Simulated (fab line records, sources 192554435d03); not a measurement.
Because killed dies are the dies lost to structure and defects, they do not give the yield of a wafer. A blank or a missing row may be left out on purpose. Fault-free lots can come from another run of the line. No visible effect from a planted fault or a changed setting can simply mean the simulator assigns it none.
Matching of chambers ; flow n5 finfet ; 4 sister chambers for N5_BEOL_M1_ALD_84 on ald metal-04
The step deposits TaN, pulse time 2 s, purge time 3 s, co reactant purge time 2 s. 22 wafers are shown with their chamber, then 11 later ones without.

## WAFERS WITH THEIR CHAMBER
wafer;chamber;heater power w (W);susceptor temp C (C)
L075.2;1;447;275.00
L075.4;3;481;275.13
L075.5;3;495;275.08
L076.1;0;423;274.80
L076.4;3;495;274.94
L076.5;2;506;275.15
L082.3;2;500;275.02
L082.5;1;456;274.66
L082.6;2;491;274.94
L081.1;1;442;274.90
L081.3;0;422;274.99
L081.6;2;484;275.24
L083.1;1;436;275.25
L083.2;2;484;275.00
L083.6;0;433;274.81
L084.1;2;492;275.30
L084.4;0;420;275.31
L084.5;3;499;275.15
L086.3;2;498;275.19
L086.4;1;445;275.21
L086.5;0;430;275.29
L087.2;0;424;275.11

SIGNATURES, as means of the wafers listed above
reading;chamber 0;chamber 1;chamber 2;chamber 3;scatter within a chamber
heater power w;425.33;445.20;493.57;492.50;7.21
susceptor temp C;275.0517;275.0040;275.1200;275.0750;0.186
Rule: a wafer lies at a distance from a chamber equal to the root of the sum of squares, over the readings, of (its reading less the chamber's mean, divided by the reading's scatter). If the next closest chamber is less than 2 further off than the closest, the wafer can't be placed; otherwise it belongs to the closest. The scatter is the square root of a quotient: the sum, over the shown wafers, of each reading's squared deviation from its chamber's mean, divided by wafers minus chambers.

## WAFERS WITHOUT THEIR CHAMBER
wafer;heater power w (W);susceptor temp C (C)
L087.3;488;275.18
L087.5;420;275.34
L091.1;439;274.98
L091.2;490;274.81
L091.4;499;275.17
L092.1;450;275.08
L092.2;423;275.08
L092.3;486;275.12
L095.2;494;274.98
L095.3;453;274.98
L095.6;444;274.94

## THE CHAMBER EACH PASSED THROUGH
wafer;from the rows above;in truth
L087.3;can't be placed: 2 or 3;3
L087.5;0;0
L091.1;can't be placed: 1 or 0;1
L091.2;can't be placed: 3 or 2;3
L091.4;can't be placed: 2 or 3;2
L092.1;1;1
L092.2;0;0
L092.3;can't be placed: 3 or 2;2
L095.2;can't be placed: 3 or 2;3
L095.3;1;1
L095.6;1;1
Placed correctly: 5 of 11. Not placeable from these rows: 6 (in 6, the candidates include the true chamber). 0 placed wrongly.
